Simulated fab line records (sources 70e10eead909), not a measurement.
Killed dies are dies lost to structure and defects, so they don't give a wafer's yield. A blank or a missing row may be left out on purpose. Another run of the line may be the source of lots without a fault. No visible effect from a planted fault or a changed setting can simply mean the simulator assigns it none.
What tool caused it? -- flow nand harc -- 6 lots with 18 wafers sampled at 3 steps, on a route of 1302 steps

== WHAT THE GAUGES READ, wafer by wafer ==
NHARC_A_ONON_D1_THK_MEAS_18: measures by ellipsometry.
lot,measured,on,thk nm (nm)
L364,day 8 12:15,film metro-01,1005 1005 1004
L368,day 10 03:32,film metro-01,1003 1002 1004
L371,day 11 13:11,film metro-02,980 978 980
L373,day 12 06:30,film metro-02,1014 1015 1014
L377,day 14 05:59,film metro-01,667 990 991
L385,day 17 11:19,film metro-02,999 999 998

== WHAT TOOL EACH LOT RAN ON (gives the tool, then ch and the chambers of the sampled wafers, and finally the start) ==
lot,NHARC_P_BONDPAD_PVD_27,NHARC_A_ONON_D1_DEP_16
L364,"pvd sputter-03, day 7 00:17 or earlier","pecvd onon-04 ch 0, day 8 11:44"
L368,"pvd sputter-02, day 8 16:28 or earlier","pecvd onon-01 ch 0, day 10 03:08"
L371,"pvd sputter-01, day 10 01:43 or earlier","pecvd onon-03 ch 0, day 11 12:44"
L373,"pvd sputter-01, day 10 23:14 or earlier","pecvd onon-03 ch 0, day 12 05:59"
L377,"pvd sputter-01, day 12 23:07 or earlier","pecvd onon-01 ch 0, day 14 05:36"
L385,"pvd sputter-02, day 15 22:43 or earlier","pecvd onon-01 ch 0, day 17 10:58"
- NHARC_P_BONDPAD_PVD_27: deposits Cu, target thk 30 nm, time 20.49 s.
- NHARC_A_ONON_D1_DEP_16: target thk 1000 nm.

== THE ANSWER, worked out from the rows above alone ==
Rule: usual is defined by the lots themselves. The widest of any qualifying gaps counts: lots, ordered by their means at a reading, are off when they make up no more than a third of the lots, leave a main group of 4 or more, and stand apart from it by 3 or more times the standard deviation of that group's means. A main group is skipped when, at the precision printed for the reading in the tables above, its means are all equal. A lot without any number at a reading at which 4 lots or more have one is off too. All remaining lots with rows at the step are treated as sound.
Off: L377 (NHARC_A_ONON_D1_THK_MEAS_18, thk nm). Mean 1000 nm and standard deviation 12 in the main group.
A tool fits if, at a process step before that reading, it ran every lot that is off, and no sound lot after the first of them. Gauges at NHARC_A_ONON_D1_THK_MEAS_18: tried the same way as those tools. With no start given for some of its lots, NHARC_P_BONDPAD_PVD_27 uses the hours and lot order of NHARC_P_BONDPAD_THK_MEAS_20. 2 tools fit, pvd sputter-01 at NHARC_P_BONDPAD_PVD_27 and film metro-01 at NHARC_A_ONON_D1_THK_MEAS_18, so this cannot tell which one it is.

== WHAT THE SIMULATOR HAD PUT IN ==
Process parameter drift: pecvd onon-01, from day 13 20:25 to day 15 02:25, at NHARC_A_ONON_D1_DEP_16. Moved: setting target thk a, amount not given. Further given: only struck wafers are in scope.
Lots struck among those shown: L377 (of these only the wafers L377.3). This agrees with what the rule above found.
